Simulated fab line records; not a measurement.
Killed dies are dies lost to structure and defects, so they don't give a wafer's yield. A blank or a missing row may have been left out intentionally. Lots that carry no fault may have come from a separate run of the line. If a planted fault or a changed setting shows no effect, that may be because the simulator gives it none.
8D (eight disciplines) problem report, filled in by code | flow nand harc | the parts of the form that need people (team, actions taken, sign-off) are left out

## 1. WHAT IS WRONG
NHARC_END_SORT_01, killed at periphery: mean 99 over 1 wafer from 1 lot; wafers with no fault: 4, standard deviation 3. Measured from the usual mean, that is +32 standard deviations.
First seen on wafer L293.5, day 27 18:14, on prober-02. The record holds 3 wafers of 1 lot with a number at this step. Rule for "out" (also "out of limits"): further than 4 standard deviations from the usual mean. The rest of the wafers with a number are treated as sound.

## 2. WHAT IT IS AND WHAT IT IS NOT
question                    | is                  | is not
which readings at this step | killed at periphery | killed at other, killed open, killed short
which lots                  | L293                | -
which wafers of those lots  | L293.5              | L293.4, L293.6
read on which gauges        | prober-02           | -
when                        | from day 27 18:14   | up to then (1 sound wafer); but 1 sound wafer of L293 came after

## 3. SUSPECTS, AND WHAT RULES EACH OUT
Counting: if a tool at a process step up to the reading ran every lot that is out, it stays a suspect. Sound lots after the first of them don't rule it out here, since some wafers of a struck lot are sound.
- the gauge at NHARC_END_SORT_01: kept. All the wafers that are out were read on prober-02, and no step on other tools shows them out.
- pecvd-01 at NHARC_P_M2_PRE_CLEAN_32 (time 12 s): kept. It ran the lot that is out, L293 (day 9 20:11).
- pvd sputter-02 at NHARC_A_BONDPAD_DEGAS_25 (time 60 s): kept. It ran the lot that is out, L293 (day 26 09:05).
- cmp-02 at NHARC_A_BONDPAD_CMP_19 (polishes, t overpolish 30 s, cu recess touch 16 s, target thk 169.82 nm): kept. It ran the lot that is out, L293 (day 26 10:11).
- At NHARC_P_M2_PRE_CLEAN_32, inside pecvd-01: chamber 0 took the wafers that are out, while their sound lot-mates went through chambers 1, 2.
Left after counting: pecvd-01 at NHARC_P_M2_PRE_CLEAN_32, pvd sputter-02 at NHARC_A_BONDPAD_DEGAS_25, cmp-02 at NHARC_A_BONDPAD_CMP_19, prober-02 at NHARC_END_SORT_01.

## 4. THE CAUSE (what the simulator had put in)
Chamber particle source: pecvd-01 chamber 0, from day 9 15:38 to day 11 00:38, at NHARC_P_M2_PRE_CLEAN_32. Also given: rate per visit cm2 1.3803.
Of the 4 suspects that counting leaves, this tool is one.

## 5. THE CHAIN OF EFFECTS, in route order
Rows list readings where the struck wafers' mean (over those with a number) sits beyond 3 standard deviations from the usual. Readings are gone through only where the record gives a usual standard deviation; hours: the median, over the lots, of the time from a lot's start at the first step in this table giving one to that lot's start at this step; sigmas: the change measured in usual standard deviations.
hours | step              | reading              | usual  | on struck wafers | change | sigmas
0     | NHARC_END_SORT_01 | defect limited yield | 90.5 % | 82.1             | -8.4   | -3.5
0     | NHARC_END_SORT_01 | killed at periphery  | 4      | 99               | +95    | +32
0     | NHARC_END_SORT_01 | killed dies          | 64     | 121              | +57    | +3.6

## 6. HOW IT WOULD HAVE BEEN CAUGHT EARLIER
In this record the first reading out of limits at a measuring or inspecting step was taken at day 27 18:14, 435 hours after the fault began at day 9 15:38.
No tool reading at NHARC_P_M2_PRE_CLEAN_32 that has a usual standard deviation in the record was out on any struck wafer, so an alarm limit of 4 standard deviations on those readings would not have fired.
By day 27 18:14, every lot that is out (1) had started NHARC_P_M2_PRE_CLEAN_32 on pecvd-01. A hold on the tool at that time would have spared none of them.
